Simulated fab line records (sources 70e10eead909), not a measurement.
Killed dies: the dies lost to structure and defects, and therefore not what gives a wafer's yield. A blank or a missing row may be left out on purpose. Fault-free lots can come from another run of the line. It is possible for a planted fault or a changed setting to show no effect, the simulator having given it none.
fab line records	flow nand-harc
record lots=7	wafers=21	last-day=31
route steps=1302 shown A_BONDPAD@1232 HYBRID_BOND@1237 THIN_TSV@1244 END@1302
lots with no fault: from the same line, run without faults
start-h: hours from the record's first day to the start of the lot's first wafer shown	wait-h: time in hours since the lot's previous step	" repeats the value in the row above	L1.1+2: several wafers, shown together as one row	- no value, or no start given	* or withheld: withheld	< > ~ a bound
route shown NAME@n: a module of which the file shows steps, and the number in the route of the first	usual: average and standard deviation across the fault-free wafers	same: alike in all rows	chamber/n: place in a boat	sites: the reading at each site	_std_site: standard deviation of those values	_edge_site: mean of outer sites minus mean of inner sites	radius-mm: how far each site lies from the wafer's centre	mask NAME#n: copy n	behind: tool/chamber where the wafer was last shaped	hold: why the lot went on hold/how many hours it stayed there/how the hold came to an end	device: the n, p or np transistor that did not switch	end of line: the tests these same wafers got at the end of their route	a step given without rows: its recipe and nothing more	killed: count of dies lost to structure and defects at first sort (not the wafer's yield)	map: dies across one wafer; x = killed, . = not, _ = none there
set.NAME: the setting that was run; set.NAME@STEP: the one run at that earlier step	model.NAME: the simulator's own value behind a step, which no gauge read
lots seen at some steps along the route; tables by step, rows by wafer
services: when a tool's chamber went out of use (start-h, in hours from the record's first day, below 0 if earlier), for how many hours, and the reason
## steps
# step NHARC_A_BONDPAD_THK_MEAS_20
# recipe thk-meas-gauge=xrf
# usual thk-nm=169.8/1.6
lot.wafer	tool	chamber	start-h	wait-h	thk-nm
L932.1	film-metro-01	-	598.38	-	169.4
L932.2	"	-	"	"	171.4
L932.3	"	-	"	"	169.1
L935.4	film-metro-02	-	641.16	-	171.4
L935.5	"	-	"	"	172.6
L935.6	"	-	"	"	171.3
L937.2	film-metro-01	-	647.50	-	169.7
L937.5	"	-	"	"	169.5
L937.6	"	-	"	"	169.4
L938.3	film-metro-02	-	652.48	-	169.1
L938.4	"	-	"	"	171.0
L938.6	"	-	"	"	171.3
L939.2	film-metro-01	-	657.65	-	168.7
L939.3	"	-	"	"	171.2
L939.4	"	-	"	"	169.8
L942.2	film-metro-02	-	713.64	-	171.8
L942.3	"	-	"	"	168.5
L942.6	"	-	"	"	168.4
L943.4	film-metro-01	-	723.02	-	170.0
L943.5	"	-	"	"	170.6
L943.6	"	-	"	"	173.6
# step NHARC_A_BONDPAD_SRD_21
# recipe time-s=30	temp-c=23	dry-time-s=20	spin-rpm=1500
# step NHARC_A_BONDPAD_INSPECT_23
# usual raw-defect-count=542/100
lot.wafer	tool	chamber	start-h	wait-h	raw-defect-count
L932.1	defect-inspect-02	-	598.61	0.0	644
L932.2	"	-	"	"	583
L932.3	"	-	"	"	480
L935.4	defect-inspect-01	-	641.39	0.0	410
L935.5	"	-	"	"	419
L935.6	"	-	"	"	510
L937.2	defect-inspect-02	-	647.70	0.0	732
L937.5	"	-	"	"	607
L937.6	"	-	"	"	552
L938.3	defect-inspect-01	-	652.71	0.0	569
L938.4	"	-	"	"	475
L938.6	"	-	"	"	576
L939.2	defect-inspect-02	-	657.89	0.0	368
L939.3	"	-	"	"	489
L939.4	"	-	"	"	380
L942.2	defect-inspect-01	-	713.85	0.0	429
L942.3	"	-	"	"	516
L942.6	"	-	"	"	596
L943.4	defect-inspect-01	-	723.25	0.0	512
L943.5	"	-	"	"	627
L943.6	"	-	"	"	550
# step NHARC_HYBRID_BOND_ACTIVATE_00
# recipe time-s=60	n2-flow-sccm=200	ar-flow-sccm=0	bias-power-w=0	chemistry=N2
# step NHARC_HYBRID_BOND_PRECLEAN_01
# recipe time-s=300	temp-c=23	chemistry=DIW
# step NHARC_HYBRID_BOND_SRD_02
# recipe time-s=30	temp-c=23	dry-time-s=20	spin-rpm=1500
# step NHARC_HYBRID_BOND_BOND_03
# recipe temp-c=25
# step NHARC_HYBRID_BOND_ANNEAL_04
# recipe temp-c=300	time-s=7200	ramp-up-c-per-min=5	ramp-down-c-per-min=3	idle-temp-c=100	pressure-atm=1
# step NHARC_HYBRID_BOND_OVL_MEAS_05
# usual overlay-x-nm=3/34	overlay-y-nm=-2/33
lot.wafer	tool	chamber	start-h	wait-h	overlay-x-nm	overlay-y-nm
L932.1	overlay-02	-	607.99	0.4	-32	-20
L932.2	"	-	"	"	0	24
L932.3	"	-	"	"	22	-5
L935.4	overlay-01	-	651.25	0.4	43	-13
L935.5	"	-	"	"	32	-89
L935.6	"	-	"	"	-6	21
L937.2	overlay-01	-	657.21	0.4	14	29
L937.5	"	-	"	"	49	37
L937.6	"	-	"	"	20	-7
L938.3	overlay-01	-	662.17	0.4	48	-101
L938.4	"	-	"	"	35	14
L938.6	"	-	"	"	8	-15
L939.2	overlay-01	-	667.41	0.4	-29	26
L939.3	"	-	"	"	26	17
L939.4	"	-	"	"	-27	57
L942.2	overlay-02	-	723.35	0.4	18	-32
L942.3	"	-	"	"	-16	22
L942.6	"	-	"	"	39	-22
L943.4	overlay-01	-	730.96	0.4	10	-70
L943.5	"	-	"	"	-26	0
L943.6	"	-	"	"	-12	28
# step NHARC_HYBRID_BOND_INSPECT_06
# recipe inspect-instrument=ir-void
# usual raw-defect-count=88/33
lot.wafer	tool	chamber	start-h	wait-h	raw-defect-count
L932.1	defect-inspect-01	-	608.04	0.0	106
L932.2	"	-	"	"	115
L932.3	"	-	"	"	110
L935.4	defect-inspect-02	-	651.31	0.1	77
L935.5	"	-	"	"	70
L935.6	"	-	"	"	67
L937.2	defect-inspect-02	-	657.26	0.1	14
L937.5	"	-	"	"	24
L937.6	"	-	"	"	27
L938.3	defect-inspect-02	-	662.23	0.1	68
L938.4	"	-	"	"	71
L938.6	"	-	"	"	71
L939.2	defect-inspect-01	-	667.46	0.1	69
L939.3	"	-	"	"	74
L939.4	"	-	"	"	69
L942.2	defect-inspect-01	-	723.40	0.1	89
L942.3	"	-	"	"	103
L942.6	"	-	"	"	91
L943.4	defect-inspect-01	-	731.02	0.1	41
L943.5	"	-	"	"	47
L943.6	"	-	"	"	54
# step NHARC_THIN_TSV_GRIND_00
# recipe target-thk-um=6
# usual motor-current-A=11.999/0.022
lot.wafer	tool	chamber	start-h	wait-h	motor-current-A
L932.1	grinder-01	0	608.19	0.1	12.002
L932.2	"	0	"	"	12.013
L932.3	"	0	"	"	11.976
L935.4	grinder-01	0	652.05	0.7	12.017
L935.5	"	0	"	"	12.031
L935.6	"	0	"	"	11.993
L937.2	grinder-01	0	657.61	0.3	12.015
L937.5	"	0	"	"	12.038
L937.6	"	0	"	"	11.982
L938.3	grinder-01	0	662.78	0.5	11.973
L938.4	"	0	"	"	12.016
L938.6	"	0	"	"	12.002
L939.2	grinder-01	0	667.81	0.3	12.007
L939.3	"	0	"	"	11.998
L939.4	"	0	"	"	12.020
L942.2	grinder-01	0	723.75	0.3	11.996
L942.3	"	0	"	"	11.991
L942.6	"	0	"	"	12.012
L943.4	grinder-01	0	732.97	2.0	12.012
L943.5	"	0	"	"	11.996
L943.6	"	0	"	"	12.004
# step NHARC_THIN_TSV_CMP_01
# recipe target-thk-um=3
# step NHARC_THIN_TSV_SRD_03
# step NHARC_THIN_TSV_PRECLEAN_41
# recipe time-s=*	temp-c=50	bath-age-min=0	chemistry=SC1
# step NHARC_THIN_TSV_SRD_42
# step NHARC_THIN_TSV_DEP_43
# recipe target-thk-a=13285	temp-c=withheld	pressure-torr=6.5	rf-w=900	teos-flow-sccm=161.4	flow-sccm=2650	target-thk-nm=1328.5	gas=O2	material=SiO2
# usual throttle-valve-pct=15.8/0.47
lot.wafer	tool	chamber	start-h	wait-h	throttle-valve-pct
L932.3	pecvd-01	1	609.91	-	15.6
L932.1	"	2	"	"	16.8
L932.2	"	0	"	"	15.4
L935.4	pecvd-01	2	653.33	-	16.6
L935.6	"	0	"	"	15.8
L935.5	"	1	"	"	16.3
L937.2	pecvd-04	2	659.21	-	15.6
L937.5	"	0	"	"	16.0
L937.6	"	2	"	"	15.7
L938.3	pecvd-01	0	664.11	-	15.5
L938.6	"	0	"	"	15.6
L938.4	"	1	"	"	16.3
L939.2	pecvd-01	0	669.36	-	15.7
L939.3	"	1	"	"	16.3
L939.4	"	2	"	"	16.3
L942.2	pecvd-03	0	725.26	-	16.3
L942.3	"	2	"	"	15.6
L942.6	"	2	"	"	15.7
L943.4	pecvd-01	1	734.22	-	15.5
L943.6	"	2	"	"	16.1
L943.5	"	0	"	"	15.4
# step NHARC_THIN_TSV_DEHYDRATE_04
# recipe temp-c=150	time-s=120
# step NHARC_THIN_TSV_HMDS_05
# recipe time-s=30
# step NHARC_THIN_TSV_COAT_06
# recipe spin-rpm=*
# step NHARC_THIN_TSV_SOFTBAKE_07
# recipe temp-c=122	time-s=95
# step NHARC_THIN_TSV_EBR_08
# step NHARC_THIN_TSV_EXPOSE_09
# recipe na=0.55	dose-mj=30.7	mask-id=TSV
# step NHARC_THIN_TSV_PEB_10
# recipe peb-temp-c=118	peb-time-s=85
# step NHARC_THIN_TSV_DEVELOP_11
# recipe time-s=70
# step NHARC_THIN_TSV_CD_MEAS_12
# recipe target-cd-nm=1000	landing-energy-ev=500
# usual cd-nm=999.1/2
lot.wafer	tool	chamber	start-h	wait-h	cd-nm
L932.1	cd-sem-03	0	610.74	-	998.4
L932.2	"	0	"	"	999.3
L932.3	"	0	"	"	997.4
L935.4	cd-sem-01	0	654.03	-	998.8
L935.5	"	0	"	"	999.6
L935.6	"	0	"	"	999.0
L937.2	cd-sem-03	0	659.97	-	1000.8
L937.5	"	0	"	"	1002.5
L937.6	"	0	"	"	1003.0
L938.3	cd-sem-03	0	664.96	-	999.0
L938.4	"	0	"	"	1001.0
L938.6	"	0	"	"	999.6
L939.2	cd-sem-01	0	670.17	-	997.3
L939.3	"	0	"	"	999.8
L939.4	"	0	"	"	999.1
L942.2	cd-sem-03	0	726.09	-	996.5
L942.3	"	0	"	"	998.2
L942.6	"	0	"	"	997.2
L943.4	cd-sem-03	0	734.93	-	997.7
L943.5	"	0	"	"	996.5
L943.6	"	0	"	"	998.2
# step NHARC_THIN_TSV_HARDBAKE_13
# recipe temp-c=125	time-s=80
# step NHARC_THIN_TSV_DESCUM_14
# recipe time-s=3	o2-flow-sccm=200	ar-flow-sccm=0	bias-power-w=0	chemistry=O2
# step NHARC_THIN_TSV_ETCH_44
# recipe target-depth-a=15942	time-s=797.1	cf4-flow-sccm=150	o2-flow-sccm=10	ar-flow-sccm=0	rf-w=300	bias-w=800	chemistry=CF4/O2
# usual drypump-motor-current-A=5.6/0.57	oes-product-au=1.004/0.0094	rf-vpp-V=794/5	showerhead-plenum-p-Torr=1.83/0.08	throttle-valve-pct=16.914/0.0089
lot.wafer	tool	chamber	start-h	wait-h	drypump-motor-current-A	oes-product-au	rf-hours-counter-h	rf-vpp-V	showerhead-plenum-p-Torr	throttle-valve-pct
L932.1	rie-diel-01	0	610.98	0.1	5.1	1.003	1.8	787	1.72	16.919
L932.3	"	1	"	"	6.2	1.022	1.8	791	1.79	16.906
L932.2	"	3	"	"	6.1	0.979	2.0	791	1.77	16.916
L935.4	rie-diel-01	0	654.27	0.1	5.1	1.012	4.0	786	1.72	16.929
L935.5	"	0	"	"	5.1	1.002	-	789	1.72	16.909
L935.6	"	1	"	"	6.2	1.014	-	791	1.79	16.905
L937.2	rie-diel-05	2	660.33	0.2	5.5	1.007	2.8	791	1.78	16.920
L937.6	"	0	"	"	6.1	1.007	-	796	1.83	16.922
L937.5	"	1	"	"	6.0	1.019	-	794	1.83	16.914
L938.4	rie-diel-01	1	665.20	0.1	6.2	1.015	4.7	793	1.79	16.912
L938.3	"	0	"	"	5.1	1.008	4.9	787	1.72	16.902
L938.6	"	1	"	"	6.2	1.014	-	792	1.79	16.912
L939.4	rie-diel-01	1	670.41	0.1	6.2	1.003	5.3	791	1.79	16.907
L939.3	"	2	"	"	4.8	1.000	5.6	801	1.96	16.915
L939.2	"	3	"	"	6.1	0.983	5.7	790	1.77	16.915
L942.3	rie-diel-11	2	726.44	0.2	5.4	0.993	5.3	793	1.81	16.911
L942.2	"	3	"	"	6.2	1.005	5.5	786	1.72	16.915
L942.6	"	0	"	"	4.8	1.010	-	797	1.86	16.929
L943.4	rie-diel-05	0	735.23	0.1	6.1	1.007	7.7	793	1.82	16.900
L943.5	"	3	"	"	6.4	1.004	-	801	1.95	16.916
L943.6	"	0	"	"	6.1	1.010	-	793	1.82	16.907
# step NHARC_THIN_TSV_ETCH_15
# recipe target-depth-a=30000	bosch-target-overetch-cycles=2	bosch-etch-step-s=2.8	bosch-dep-step-s=1.2	bosch-cycles=14
# usual drypump-motor-current-A=5.7/0.48
lot.wafer	tool	chamber	start-h	wait-h	drypump-motor-current-A	rf-hours-counter-h
L932.2	rie-si-02	0	611.55	-	6.7	0.9
L932.1	"	1	"	"	5.3	1.0
L932.3	"	3	"	"	5.7	0.8
L935.4	rie-si-02	3	654.87	-	5.7	0.0
L935.6	"	1	"	"	5.3	-
L935.5	"	2	"	"	5.3	-
L937.2	rie-si-02	1	660.82	-	5.3	0.2
L937.5	"	2	"	"	5.3	-
L937.6	"	3	"	"	5.7	-
L938.3	rie-si-04	1	665.78	-	6.2	0.9
L938.4	"	2	"	"	5.5	0.8
L938.6	"	0	"	"	5.9	-
L939.3	rie-si-04	3	670.98	-	5.6	0.8
L939.2	"	0	"	"	5.8	1.0
L939.4	"	2	"	"	5.5	0.9
L942.2	rie-si-04	0	726.91	-	5.9	0.1
L942.3	"	2	"	"	5.5	0.1
L942.6	"	0	"	"	5.9	-
L943.4	rie-si-04	0	735.78	-	5.8	0.2
L943.5	"	1	"	"	6.2	-
L943.6	"	2	"	"	5.5	-
# step NHARC_THIN_TSV_CD_MEAS_16
# usual cd-nm=999.1/2.1
lot.wafer	tool	chamber	start-h	wait-h	cd-nm
L932.1	cd-sem-01	-	611.70	0.1	997.3
L932.2	"	-	"	"	999.1
L932.3	"	-	"	"	996.7
L935.4	cd-sem-02	-	654.99	0.1	998.4
L935.5	"	-	"	"	999.4
L935.6	"	-	"	"	998.3
L937.2	cd-sem-02	-	660.93	0.1	999.9
L937.5	"	-	"	"	1002.2
L937.6	"	-	"	"	1003.3
L938.3	cd-sem-02	-	665.92	0.1	999.7
L938.4	"	-	"	"	1001.4
L938.6	"	-	"	"	1000.7
L939.2	cd-sem-01	-	671.14	0.1	996.8
L939.3	"	-	"	"	998.2
L939.4	"	-	"	"	998.7
L942.2	cd-sem-02	-	727.04	0.1	996.6
L942.3	"	-	"	"	998.9
L942.6	"	-	"	"	996.9
L943.4	cd-sem-02	-	735.89	0.1	998.6
L943.5	"	-	"	"	997.0
L943.6	"	-	"	"	999.0
# step NHARC_THIN_TSV_STRIP_45
# recipe power-w=1500	temp-c=250	chemistry=O2
# usual drypump-motor-current-A=5.85/0.24	heater-power-w=319/32
lot.wafer	tool	chamber	start-h	wait-h	drypump-motor-current-A	heater-power-w	rf-hours-counter-h
L932.2	plasma-asher-01	0	611.77	0.1	5.95	352	18
L932.1	"	1	"	"	6.11	267	18
L932.3	"	1	"	"	6.11	269	-
L935.4	plasma-asher-01	0	655.20	0.2	5.94	354	-
L935.5	"	1	"	"	6.06	267	-
L935.6	"	0	"	"	5.96	348	-
L937.2	plasma-asher-02	1	661.05	0.1	5.82	323	8
L937.6	"	0	"	"	5.45	316	-
L937.5	"	1	"	"	5.84	322	-
L938.3	plasma-asher-01	0	666.08	0.2	5.98	355	-
L938.4	"	1	"	"	6.10	274	-
L938.6	"	0	"	"	5.97	347	-
L939.2	plasma-asher-02	1	671.21	0.1	5.81	328	10
L939.4	"	1	"	"	5.78	324	-
L939.3	"	0	"	"	5.46	323	-
L942.2	plasma-asher-02	1	727.11	0.1	5.83	334	22
L942.3	"	0	"	"	5.47	318	-
L942.6	"	1	"	"	5.83	335	-
L943.4	plasma-asher-02	0	736.07	0.2	5.46	320	-
L943.5	"	0	"	"	5.46	316	-
L943.6	"	1	"	"	5.82	319	-
# step NHARC_THIN_TSV_STRIP_46
# recipe time-s=1200	temp-c=72.5	chemistry=post-etch-residue-remover
# step NHARC_THIN_TSV_DEP_47
# recipe target-thk-a=2000	temp-c=withheld	pressure-torr=6.5	rf-w=900	teos-flow-sccm=161.4	flow-sccm=2650	target-thk-nm=200	gas=O2	material=SiO2
# step NHARC_THIN_TSV_ETCHBACK_48
# recipe target-depth-a=10285	over-etch-frac=0.3	time-s=405.17	ion-energy-ev=250	c4f8-flow-sccm=withheld	ar-flow-sccm=withheld	rf-w=600	bias-w=300	chemistry=C4F8/Ar
# step NHARC_THIN_TSV_STRIP_62
# recipe power-w=1500	temp-c=250	time-s=20	chemistry=N2/H2
# step NHARC_THIN_TSV_DEGAS_49
# recipe temp-c=300	time-s=120
# step NHARC_THIN_TSV_PRE_CLEAN_50
# recipe time-s=30	temp-c=280	gas=H2/He
# step NHARC_THIN_TSV_PVD_19
# recipe target-thk-a=200	chamber-pressure-pa=5	material=TaN
# step NHARC_THIN_TSV_PVD_51
# recipe target-thk-a=1000	chamber-pressure-pa=5	material=Cu
# usual chamber-pressure-pa=4.999/0.01	throttle-valve-pct=30.5/1.1
lot.wafer	tool	chamber	start-h	wait-h	chamber-pressure-pa	throttle-valve-pct
L932.2	pvd-sputter-01	-	-	-	4.990	30.6
L932.3	"	-	"	"	4.996	31.3
L932.1	"	-	"	"	5.002	32.5
L935.4	pvd-sputter-03	-	-	-	5.009	30.4
L935.5	"	-	"	"	5.003	30.5
L935.6	"	-	"	"	5.003	28.3
L937.2	pvd-sputter-02	-	-	-	4.987	29.5
L937.5	"	-	"	"	4.999	29.5
L937.6	"	-	"	"	4.993	31.2
L938.3	pvd-sputter-01	-	-	-	4.994	30.1
L938.4	"	-	"	"	4.999	32.3
L938.6	"	-	"	"	5.001	30.2
L939.2	pvd-sputter-03	-	-	-	5.004	30.5
L939.4	"	-	"	"	5.007	29.3
L939.3	"	-	"	"	4.989	30.5
L942.2	pvd-sputter-02	-	-	-	5.020	29.2
L942.3	"	-	"	"	4.994	31.4
L942.6	"	-	"	"	4.999	31.2
L943.4	pvd-sputter-03	-	-	-	5.022	30.6
L943.6	"	-	"	"	5.008	29.1
L943.5	"	-	"	"	4.999	29.4
# step NHARC_END_SORT_01
# recipe temp-c=25
# usual defect-limited-yield=90.9/2.6	killed-at-array=57/18	killed-at-other=0.8/1	killed-at-periphery=3.9/2.8	killed-dies=62/18	killed-open=3.4/1.8	killed-short=2.2/1.6
# same gross-dies=677
lot.wafer	tool	chamber	start-h	wait-h	defect-limited-yield[%]	killed-at-array	killed-at-other	killed-at-periphery	killed-dies	killed-open	killed-short
L935.4	prober-02	0	678.39	3.4	92.2	48	1	4	53	3	0
L935.5	prober-02	0	679.19	3.7	93.1	44	1	2	47	2	2
L935.6	prober-02	0	679.98	4.0	92.8	40	4	5	49	9	3
L939.2	prober-02	0	684.57	2.8	0	48	627	2	677	4	2
L939.3	prober-02	0	685.37	3.1	0	45	630	2	677	3	3
L939.4	prober-02	0	686.16	3.4	0	44	629	4	677	1	4
L938.3	prober-01	0	686.32	3.1	92.8	45	0	4	49	3	1
L938.4	prober-01	0	687.13	3.4	92.5	47	0	4	51	6	1
L938.6	prober-01	0	688.76	4.1	92.3	45	1	6	52	8	4
L942.2	prober-01	0	741.79	2.8	0	63	614	0	677	2	0
L942.3	prober-01	0	742.60	3.1	0	72	605	0	677	1	1
L942.6	prober-01	0	745.02	4.0	0	63	612	2	677	6	5
L943.4	prober-02	0	751.25	3.3	0	38	633	6	677	4	3
L943.5	prober-02	0	752.04	3.6	0	36	634	7	677	3	2
L943.6	prober-02	0	752.82	3.9	0	41	628	8	677	4	1
# killed by level:class
L935.4 A_SLIT:chamber-film-flake=35 A_BLC:chamber-film-flake=4 A_CHANNEL_HOLE_D1:chamber-film-flake=3 A_CHANNEL_HOLE_D2:chamber-film-flake=3 P_M2:chamber-film-flake=2 P_CONTACT:geometric-particle:open=1 A_CHANNEL_HOLE_D1:geometric-particle:open=1 A_M1:geometric-particle:open=1
L935.5 A_SLIT:chamber-film-flake=30 A_CHANNEL_HOLE_D1:chamber-film-flake=4 A_CHANNEL_HOLE_D2:chamber-film-flake=3 A_BLC:chamber-film-flake=3 A_CHANNEL_FILL_D2:geometric-particle:short=1 A_SGD_CUT:geometric-particle:short=1 A_M0:geometric-particle:open=1 STARTING-WAFER:geometric-particle:open=1
L935.6 A_SLIT:chamber-film-flake=21 THIN_TSV:chamber-film-flake=4 A_CONTACT:chamber-film-flake=4 A_CHANNEL_HOLE_D2:chamber-film-flake=3 P_CONTACT:geometric-particle:open=2 A_ONON_D2:geometric-particle:open=2 P_GATE:geometric-particle:open=1 A_ONON_D1:geometric-particle:short=1
L939.2 THIN_TSV:area-cmp=626 A_SLIT:chamber-film-flake=35 A_CHANNEL_HOLE_D1:chamber-film-flake=5 A_STAIRCASE:chamber-film-flake=2 P_CONTACT:geometric-particle:open=1 P_M1:geometric-particle:open=1 A_SOURCE_PLATE:geometric-particle:short=1 A_CHANNEL_FILL_D2:geometric-particle:short=1
L939.3 THIN_TSV:area-cmp=630 A_SLIT:chamber-film-flake=25 A_CHANNEL_HOLE_D1:chamber-film-flake=9 A_STAIRCASE:chamber-film-flake=4 A_WL_FILL:chamber-film-flake=2 P_CONTACT:geometric-particle:short=1 P_M1:geometric-particle:open=1 A_DECK1_JOINT:geometric-particle:open=1
L939.4 THIN_TSV:area-cmp=629 A_SLIT:chamber-film-flake=32 A_CHANNEL_HOLE_D1:chamber-film-flake=6 P_M0:geometric-particle:short=2 P_M2:chamber-film-flake=2 A_DECK1_JOINT:geometric-particle:short=1 A_ONON_D2:geometric-particle:short=1 A_BLC:geometric-particle:open=1
L938.3 A_CHANNEL_HOLE_D1:chamber-film-flake=34 A_CONTACT:chamber-film-flake=8 P_STI:geometric-particle:short=1 P_GATE:geometric-particle:open=1 P_CONTACT:geometric-particle:open=1 A_CHANNEL_FILL_D2:geometric-particle:open=1 P_GATE:chamber-film-flake=1 A_SLIT:chamber-film-flake=1
L938.4 A_CHANNEL_HOLE_D1:chamber-film-flake=32 A_STAIRCASE:chamber-film-flake=3 A_CONTACT:chamber-film-flake=3 A_ONON_D1:geometric-particle:open=2 A_SLIT:chamber-film-flake=2 A_WL_FILL:chamber-film-flake=2 P_STI:geometric-particle:short=1 P_M0:geometric-particle:open=1
L938.6 A_CHANNEL_HOLE_D1:chamber-film-flake=27 A_CONTACT:chamber-film-flake=4 P_GATE:chamber-film-flake=3 A_CHANNEL_FILL_D1:geometric-particle:open=2 A_DECK1_JOINT:geometric-particle:short=2 A_BLC:geometric-particle:open=2 A_M0:geometric-particle:open=2 P_STI:chamber-film-flake=2
L942.2 THIN_TSV:area-cmp=612 A_CHANNEL_HOLE_D2:chamber-film-flake=29 A_SLIT:chamber-film-flake=21 A_CHANNEL_HOLE_D1:chamber-film-flake=4 A_STAIRCASE:chamber-film-flake=2 A_SGD_CUT:chamber-film-flake=2 THIN_TSV:chamber-film-flake=2 A_CHANNEL_FILL_D1:geometric-particle:open=1
L942.3 THIN_TSV:area-cmp=604 A_SLIT:chamber-film-flake=39 A_CHANNEL_HOLE_D2:chamber-film-flake=16 A_CHANNEL_HOLE_D1:chamber-film-flake=5 A_CONTACT:chamber-film-flake=5 A_SGD_CUT:chamber-film-flake=3 A_CHANNEL_FILL_D1:geometric-particle:short=1 A_CONTACT:geometric-particle:open=1
L942.6 THIN_TSV:area-cmp=610 A_SLIT:chamber-film-flake=27 A_CHANNEL_HOLE_D2:chamber-film-flake=16 A_CHANNEL_HOLE_D1:chamber-film-flake=5 A_CONTACT:chamber-film-flake=3 A_BLC:geometric-particle:open=2 P_M0:geometric-particle:open=1 A_CHANNEL_HOLE_D2:geometric-particle:short=1
L943.4 THIN_TSV:area-cmp=633 A_CHANNEL_HOLE_D1:chamber-film-flake=16 A_CONTACT:chamber-film-flake=4 A_STAIRCASE:chamber-film-flake=3 A_SLIT:chamber-film-flake=3 A_M1:chamber-film-flake=3 P_STI:chamber-film-flake=2 P_M1:chamber-film-flake=2
L943.5 THIN_TSV:area-cmp=634 A_CHANNEL_HOLE_D1:chamber-film-flake=11 A_CONTACT:chamber-film-flake=6 P_M1:chamber-film-flake=5 A_STAIRCASE:chamber-film-flake=4 A_SLIT:chamber-film-flake=4 A_WL_FILL:geometric-particle:open=2 A_CHANNEL_FILL_D1:chamber-film-flake=2
L943.6 THIN_TSV:area-cmp=624 A_CHANNEL_HOLE_D1:chamber-film-flake=11 A_SLIT:chamber-film-flake=7 A_CONTACT:chamber-film-flake=7 P_GATE:chamber-film-flake=5 THIN_TSV:chamber-film-flake=4 A_STAIRCASE:chamber-film-flake=3 A_WL_FILL:geometric-particle:open=2
# map L939.2 (x killed, . not)
____________x____________
_________xxxxxxx_________
_______xxxxxxxxxxx_______
______xxxxxxxxxxxxx______
_____xxxxxxxxxxxxxxx_____
____xxxxxxxxxxxxxxxxx____
____xxxxxxxxxxxxxxxxx____
___xxxxxxxxxxxxxxxxxxx___
___xxxxxxxxxxxxxxxxxxx___
__xxxxxxxxxxxxxxxxxxxxx__
__xxxxxxxxxxxxxxxxxxxxx__
_xxxxxxxxxxxxxxxxxxxxxxx_
_xxxxxxxxxxxxxxxxxxxxxxx_
_xxxxxxxxxxxxxxxxxxxxxxx_
_xxxxxxxxxxxxxxxxxxxxxxx_
_xxxxxxxxxxxxxxxxxxxxxxx_
xxxxxxxxxxxxxxxxxxxxxxxxx
xxxxxxxxxxxxxxxxxxxxxxxxx
xxxxxxxxxxxxxxxxxxxxxxxxx
xxxxxxxxxxxxxxxxxxxxxxxxx
xxxxxxxxxxxxxxxxxxxxxxxxx
_xxxxxxxxxxxxxxxxxxxxxxx_
_xxxxxxxxxxxxxxxxxxxxxxx_
_xxxxxxxxxxxxxxxxxxxxxxx_
_xxxxxxxxxxxxxxxxxxxxxxx_
_xxxxxxxxxxxxxxxxxxxxxxx_
__xxxxxxxxxxxxxxxxxxxxx__
__xxxxxxxxxxxxxxxxxxxxx__
___xxxxxxxxxxxxxxxxxxx___
___xxxxxxxxxxxxxxxxxxx___
____xxxxxxxxxxxxxxxxx____
____xxxxxxxxxxxxxxxxx____
_____xxxxxxxxxxxxxxx_____
______xxxxxxxxxxxxx______
_______xxxxxxxxxxx_______
_________xxxxxxx_________
____________x____________
# map L942.2 (x killed, . not)
____________x____________
_________xxxxxxx_________
_______xxxxxxxxxxx_______
______xxxxxxxxxxxxx______
_____xxxxxxxxxxxxxxx_____
____xxxxxxxxxxxxxxxxx____
____xxxxxxxxxxxxxxxxx____
___xxxxxxxxxxxxxxxxxxx___
___xxxxxxxxxxxxxxxxxxx___
__xxxxxxxxxxxxxxxxxxxxx__
__xxxxxxxxxxxxxxxxxxxxx__
_xxxxxxxxxxxxxxxxxxxxxxx_
_xxxxxxxxxxxxxxxxxxxxxxx_
_xxxxxxxxxxxxxxxxxxxxxxx_
_xxxxxxxxxxxxxxxxxxxxxxx_
_xxxxxxxxxxxxxxxxxxxxxxx_
xxxxxxxxxxxxxxxxxxxxxxxxx
xxxxxxxxxxxxxxxxxxxxxxxxx
xxxxxxxxxxxxxxxxxxxxxxxxx
xxxxxxxxxxxxxxxxxxxxxxxxx
xxxxxxxxxxxxxxxxxxxxxxxxx
_xxxxxxxxxxxxxxxxxxxxxxx_
_xxxxxxxxxxxxxxxxxxxxxxx_
_xxxxxxxxxxxxxxxxxxxxxxx_
_xxxxxxxxxxxxxxxxxxxxxxx_
_xxxxxxxxxxxxxxxxxxxxxxx_
__xxxxxxxxxxxxxxxxxxxxx__
__xxxxxxxxxxxxxxxxxxxxx__
___xxxxxxxxxxxxxxxxxxx___
___xxxxxxxxxxxxxxxxxxx___
____xxxxxxxxxxxxxxxxx____
____xxxxxxxxxxxxxxxxx____
_____xxxxxxxxxxxxxxx_____
______xxxxxxxxxxxxx______
_______xxxxxxxxxxx_______
_________xxxxxxx_________
____________x____________
## services
tool	chamber	start-h	hours	kind
pvd-sputter-03	-	585.00	4.6	repair
rie-si-04	3	588.16	10.8	repair
pvd-sputter-01	-	595.80	3.2	repair
grinder-01	-	598.82	2.1	repair
plasma-asher-02	-	603.17	9.0	pm
rie-si-04	-	614.69	0.1	repair
plasma-asher-02	-	617.76	3.6	repair
pvd-sputter-03	-	630.01	9.6	repair
rie-si-02	-	631.00	9.0	pm
pvd-sputter-02	-	638.00	10.0	pm
pecvd-01	2	638.53	4.8	repair
plasma-asher-02	-	638.79	6.9	repair
rie-diel-01	-	660.51	0.9	repair
grinder-01	-	661.22	0.4	repair
grinder-01	-	666.42	0.8	repair
pecvd-01	-	673.45	13.0	pm
rie-si-02	3	674.55	2.8	repair
rie-diel-01	1	674.91	6.9	repair
rie-si-04	-	696.00	9.0	pm
plasma-asher-01	-	696.07	9.0	pm
rie-diel-01	0	700.24	8.4	repair
pvd-sputter-03	-	704.80	10.0	pm
rie-diel-01	-	734.85	9.0	pm
grinder-01	-	736.84	8.0	pm
## key
first-sign step=NHARC_END_SORT_01	reading=killed-at-other	direction=up	sigmas=99+	usual=0.8	struck=623.6
effect step=NHARC_END_SORT_01	reading=defect-limited-yield	direction=down	sigmas=34	usual=90.9	struck=0
more-kills-born-at NHARC_THIN_TSV_CMP_01@cmp-04=3776	NHARC_THIN_TSV_CMP_01@cmp-02=1826
met-at NHARC_THIN_TSV_GRIND_00
struck-wafers L939.2,L939.3,L939.4,L942.2,L942.3,L942.6,L943.4,L943.5,L943.6
later-rows-left-out L939.2,L939.3,L939.4,L942.2,L942.3,L942.6,L943.4,L943.5,L943.6
onset-between 662.78 667.81
also-fits time
fault kind=process-parameter-drift	tool=grinder-01	chamber=-	onset-h=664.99	steps=NHARC_THIN_TSV_GRIND_00	channel=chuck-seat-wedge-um	offset=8	shape=step
# later-rows-left-out: the simulator's readings of these wafers behind a module that went badly wrong aren't trusted and aren't shown, but for the sort
